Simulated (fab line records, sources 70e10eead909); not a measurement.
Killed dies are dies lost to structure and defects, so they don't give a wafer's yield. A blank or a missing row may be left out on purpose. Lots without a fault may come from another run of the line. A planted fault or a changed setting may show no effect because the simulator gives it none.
Chamber matching | flow nand_harc | NHARC_A_WL_FILL_STRIP_29 on rie_diel-10: 4 sister chambers
The step strips in O2, time 20 s. 16 wafers are shown with their chamber, then 8 later ones without.

WAFERS WITH THEIR CHAMBER
wafer  | chamber | showerhead_plenum_p_Torr (Torr) | drypump_motor_current_A (A) | o2_flow_sccm (sccm)
L075.1 | 2       | 3.56                            | 5.01                        | 499.7
L075.3 | 3       | 3.36                            | 5.61                        | 502.4
L075.5 | 3       | 3.36                            | 5.58                        | 500.7
L081.1 | 1       | 3.74                            | 5.51                        | 497.0
L081.4 | 2       | 3.56                            | 5.02                        | 500.8
L081.6 | 1       | 3.74                            | 5.52                        | 496.7
L085.1 | 1       | 3.74                            | 5.54                        | 498.1
L085.2 | 0       | 3.73                            | 5.69                        | 501.4
L085.6 | 1       | 3.74                            | 5.53                        | 498.9
L086.2 | 2       | 3.56                            | 5.02                        | 500.5
L086.3 | 0       | 3.73                            | 5.70                        | 497.5
L086.5 | 3       | 3.36                            | 5.59                        | 501.9
L089.2 | 0       | 3.73                            | 5.68                        | 501.3
L089.3 | 1       | 3.74                            | 5.55                        | 500.3
L089.5 | 2       | 3.56                            | 5.02                        | 499.9
L087.3 | 0       | 3.72                            | 5.68                        | 499.2

SIGNATURES (means of the wafers above)
reading                  | chamber 0 | chamber 1 | chamber 2 | chamber 3 | scatter within a chamber
showerhead_plenum_p_Torr | 3.7275    | 3.7400    | 3.5600    | 3.3600    | 0.0025
drypump_motor_current_A  | 5.6875    | 5.5300    | 5.0175    | 5.5933    | 0.0123
o2_flow_sccm             | 499.850   | 498.200   | 500.225   | 501.667   | 1.33
Rule: a wafer's distance from a chamber is the root of the sum, over the readings, of the square of ((its reading less the chamber's mean) divided by the reading's scatter). The wafer belongs to the nearest chamber; if the next one is less than 2 further off, it can't be placed. The scatter: the root of (the sum of the squares of (reading less its chamber's mean) over the shown wafers, divided by (wafers less chambers)).

WAFERS WITHOUT THEIR CHAMBER
wafer  | showerhead_plenum_p_Torr (Torr) | drypump_motor_current_A (A) | o2_flow_sccm (sccm)
L087.5 | 3.36                            | 5.57                        | 496.2
L087.6 | 3.73                            | 5.70                        | 500.1
L091.2 | 3.74                            | 5.54                        | 500.3
L091.4 | 3.36                            | 5.59                        | 498.0
L091.5 | 3.72                            | 5.71                        | 500.3
L095.2 | 3.72                            | 5.70                        | 500.8
L095.3 | 3.36                            | 5.54                        | 500.6
L095.6 | 3.36                            | 5.57                        | 499.8

WHICH CHAMBER EACH WENT THROUGH
wafer  | from the rows above | in truth
L087.5 | 3                   | 3
L087.6 | 0                   | 0
L091.2 | 1                   | 1
L091.4 | 3                   | 3
L091.5 | 0                   | 0
L095.2 | 0                   | 0
L095.3 | 3                   | 3
L095.6 | 3                   | 3
Placed correctly: 8 of 8. Can't be placed from these rows: 0. Placed wrongly: 0.
